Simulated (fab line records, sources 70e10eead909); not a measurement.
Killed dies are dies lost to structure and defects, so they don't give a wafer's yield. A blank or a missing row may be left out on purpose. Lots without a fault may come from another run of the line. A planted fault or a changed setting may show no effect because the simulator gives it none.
Chamber matching | flow nand_harc | NHARC_A_M1_ETCH_35 on rie_diel-06: 4 sister chambers
The step etches the open film in N2/H2, target depth 40 nm, overetch 12 nm, time 43.94 s. 39 wafers are shown with their chamber, then 12 later ones without.

WAFERS WITH THEIR CHAMBER
wafer  | chamber | showerhead_plenum_p_Torr (Torr) | drypump_motor_current_A (A) | rf_vpp_V (V)
L074.1 | 3       | 2.06                            | 5.3                         | 429.9
L074.2 | 1       | 1.95                            | 5.5                         | 427.1
L074.5 | 3       | 2.06                            | 5.3                         | 431.2
L077.2 | 2       | 2.05                            | 5.8                         | 429.8
L077.3 | 0       | 2.10                            | 5.6                         | 432.2
L077.5 | 3       | 2.06                            | 5.2                         | 430.8
L076.3 | 0       | 2.10                            | 5.5                         | 433.0
L076.4 | 0       | 2.10                            | 5.6                         | 431.3
L076.5 | 3       | 2.06                            | 5.2                         | 432.0
L075.2 | 1       | 1.95                            | 5.5                         | 429.0
L075.4 | 2       | 2.05                            | 5.8                         | 431.3
L075.5 | 2       | 2.05                            | 5.8                         | 430.9
L078.1 | 1       | 1.95                            | 5.5                         | 427.8
L078.2 | 0       | 2.10                            | 5.5                         | 432.1
L078.5 | 3       | 2.06                            | 5.2                         | 432.0
L079.1 | 3       | 2.06                            | 5.2                         | 431.4
L079.3 | 2       | 2.05                            | 5.8                         | 430.3
L079.4 | 0       | 2.10                            | 5.5                         | 432.5
L081.1 | 3       | 2.06                            | 5.2                         | 432.2
L081.2 | 1       | 1.95                            | 5.5                         | 426.1
L081.3 | 0       | 2.10                            | 5.6                         | 431.8
L080.3 | 0       | 2.10                            | 5.5                         | 433.6
L080.5 | 2       | 2.05                            | 5.8                         | 431.0
L080.6 | 1       | 1.95                            | 5.5                         | 426.8
L083.2 | 0       | 2.10                            | 5.5                         | 431.0
L083.4 | 1       | 1.95                            | 5.5                         | 427.3
L083.6 | 3       | 2.06                            | 5.2                         | 430.1
L082.3 | 0       | 2.10                            | 5.5                         | 432.8
L082.4 | 1       | 1.95                            | 5.5                         | 428.8
L082.5 | 1       | 1.95                            | 5.5                         | 427.9
L084.2 | 3       | 2.06                            | 5.2                         | 427.4
L084.4 | 2       | 2.05                            | 5.8                         | 432.5
L084.6 | 1       | 1.95                            | 5.5                         | 429.5
L086.3 | 0       | 2.10                            | 5.5                         | 431.4
L086.4 | 3       | 2.05                            | 5.2                         | 430.5
L086.6 | 0       | 2.10                            | 5.5                         | 430.8
L088.1 | 0       | 2.10                            | 5.6                         | 431.6
L088.4 | 2       | 2.05                            | 5.8                         | 431.0
L088.5 | 3       | 2.05                            | 5.2                         | 431.5

SIGNATURES (means of the wafers above)
reading                  | chamber 0 | chamber 1 | chamber 2 | chamber 3 | scatter within a chamber
showerhead_plenum_p_Torr | 2.1000    | 1.9500    | 2.0500    | 2.0582    | 0.00216
drypump_motor_current_A  | 5.533     | 5.500     | 5.800     | 5.218     | 0.0351
rf_vpp_V                 | 432.008   | 427.811   | 430.971   | 430.818   | 1.08
Rule: a wafer's distance from a chamber is the root of the sum, over the readings, of the square of ((its reading less the chamber's mean) divided by the reading's scatter). The wafer belongs to the nearest chamber; if the next one is less than 2 further off, it can't be placed. The scatter: the root of (the sum of the squares of (reading less its chamber's mean) over the shown wafers, divided by (wafers less chambers)).

WAFERS WITHOUT THEIR CHAMBER
wafer  | showerhead_plenum_p_Torr (Torr) | drypump_motor_current_A (A) | rf_vpp_V (V)
L091.2 | 2.05                            | 5.8                         | 430.1
L091.3 | 2.05                            | 5.2                         | 430.5
L091.6 | 1.95                            | 5.5                         | 428.0
L092.1 | 2.05                            | 5.8                         | 428.7
L092.3 | 2.05                            | 5.3                         | 431.6
L092.6 | 2.05                            | 5.3                         | 432.2
L090.3 | 2.05                            | 5.2                         | 430.4
L090.4 | 2.05                            | 5.8                         | 430.5
L090.5 | 2.05                            | 5.2                         | 432.1
L097.3 | 1.95                            | 5.5                         | 429.3
L097.4 | 2.04                            | 5.8                         | 430.3
L097.6 | 2.05                            | 5.2                         | 432.4

WHICH CHAMBER EACH WENT THROUGH
wafer  | from the rows above | in truth
L091.2 | 2                   | 2
L091.3 | 3                   | 3
L091.6 | 1                   | 1
L092.1 | 2                   | 2
L092.3 | 3                   | 3
L092.6 | 3                   | 3
L090.3 | 3                   | 3
L090.4 | 2                   | 2
L090.5 | 3                   | 3
L097.3 | 1                   | 1
L097.4 | 2                   | 2
L097.6 | 3                   | 3
Placed correctly: 12 of 12. Can't be placed from these rows: 0. Placed wrongly: 0.
